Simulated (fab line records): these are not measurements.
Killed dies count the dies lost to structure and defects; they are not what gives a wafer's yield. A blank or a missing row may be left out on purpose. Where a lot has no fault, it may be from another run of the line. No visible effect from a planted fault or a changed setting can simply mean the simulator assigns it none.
2 desks looking at one fault -- flow n5_finfet -- numbers are kept per desk, each desk with only its own; the story behind them comes last

== DESK OF THE TOOL OWNER: pecvd-02 ==
The tool's own readings at N5_FIN_SAQP_HM_DEP_72 (deposits SiO2 from SiH4/N2O, target thk 12 nm, time 7.2 s): means of the sampled wafers that have a number, for each lot that ran on this tool. Any lot whose mean is over 4 standard deviations away from the usual mean is out of limits and marked OUT; that distance is given in the brackets.
Columns: A = chamber_pressure_Torr at N5_FIN_SAQP_HM_DEP_72, usual 0.7500 Torr; B = heater_power_outer_w at N5_FIN_SAQP_HM_DEP_72, usual 485 W; C = heater_power_w at N5_FIN_SAQP_HM_DEP_72, usual 801 W; D = showerhead_plenum_p_Torr at N5_FIN_SAQP_HM_DEP_72, usual 8.25 Torr
lot,first seen here,A,B,C,D
L599,day 2 04:14,0.7489,406,718,8.36
L604,day 3 08:58,0.7490,462,804,8.33
L606,day 3 22:47,0.7506,475,811,8.32
L609,day 4 14:44,0.7499,452,774,8.32
Result from this desk: across the 4 lots, nothing is out of limits.

== FROM THE METROLOGY DESK ==
What the gauges read, lot by lot, whatever tool the lot ran on: means of the sampled wafers that have a number. Any lot whose mean is over 4 standard deviations away from the usual mean is out of limits and marked OUT; that distance is given in the brackets. It has 10 readings; the 7 that lie furthest out on some lot are the ones shown.
Columns: A = DIBL_N at N5_BEOL_M4_RC_MEAS_101, usual 36.2 mV/V; B = IOFF_N at N5_BEOL_M4_RC_MEAS_101, usual 0.16 nA/um; C = IOFF_P at N5_BEOL_M4_RC_MEAS_101, usual 0.21 nA/um; D = ION_N at N5_BEOL_M4_RC_MEAS_101, usual 673 uA/um; E = ION_P at N5_BEOL_M4_RC_MEAS_101, usual 462 uA/um; F = VT_N at N5_BEOL_M4_RC_MEAS_101, usual 250 mV; G = VT_P at N5_BEOL_M4_RC_MEAS_101, usual -251 mV
lot,first seen here,A,B,C,D,E,F,G
L599,day 7 23:04,36.9,0.17,0.22,681,462,247,-251
L604,day 9 04:38,35.5,0.16,0.18,662,450,250,-253
L606,day 10 03:19,38.4,0.19,0.26,684,468,250,-247
L609,day 11 00:35,37.0,0.18,0.24,690,469,247,-249
L614,day 11 13:49,35.7,0.13,0.17,664,453,254,-254
Result from this desk: across the 5 lots, nothing is out of limits.

== TAKEN TOGETHER ==
The tool owner's desk saw nothing out of limits.
At the metrology desk, nothing out of limits was observed.

== WHAT THE SIMULATOR HAD INSERTED ==
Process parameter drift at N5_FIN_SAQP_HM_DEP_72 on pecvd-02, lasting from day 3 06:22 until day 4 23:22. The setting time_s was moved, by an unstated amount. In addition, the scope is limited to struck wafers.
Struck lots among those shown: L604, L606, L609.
